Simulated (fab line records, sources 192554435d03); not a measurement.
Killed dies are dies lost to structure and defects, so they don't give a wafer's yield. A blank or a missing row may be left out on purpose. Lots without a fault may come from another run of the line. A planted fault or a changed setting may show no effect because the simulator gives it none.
Chamber matching | flow n5_finfet | N5_ZERO_LAYER_ETCH_17 on rie_diel-05: 3 sister chambers
The step etches SiO2 in CF4, target depth 12 nm, time 13.3 s. 3 wafers are shown with their chamber, then 5 later ones without.

WAFERS WITH THEIR CHAMBER
wafer  | chamber | throttle_valve_pct (%)
L089.1 | 1       | 15.61
L089.4 | 2       | 15.19
L092.5 | 3       | 16.01

WAFERS WITHOUT THEIR CHAMBER
wafer  | throttle_valve_pct (%)
L094.1 | 15.64
L094.2 | 16.01
L095.1 | 16.04
L095.3 | 15.21
L095.5 | 15.64

WHICH CHAMBER EACH WENT THROUGH
wafer  | from the rows above | in truth
L094.1 | 1                   | 1
L094.2 | 3                   | 3
L095.1 | 3                   | 3
L095.3 | 2                   | 2
L095.5 | 1                   | 1
Placed correctly: 5 of 5. Can't be placed from these rows: 0. Placed wrongly: 0.
How it was worked out, from the rows above alone: a wafer's distance from a chamber is the root of the sum, over the readings, of the square of ((its reading less the chamber's mean) divided by the reading's scatter). The wafer belongs to the nearest chamber; if the next one is less than 2 further off, it can't be placed. A chamber's mean is the mean of its shown wafers. The scatter: with one shown wafer a chamber, the root of the mean of the squares of how far each hidden wafer lies from its nearest shown one.
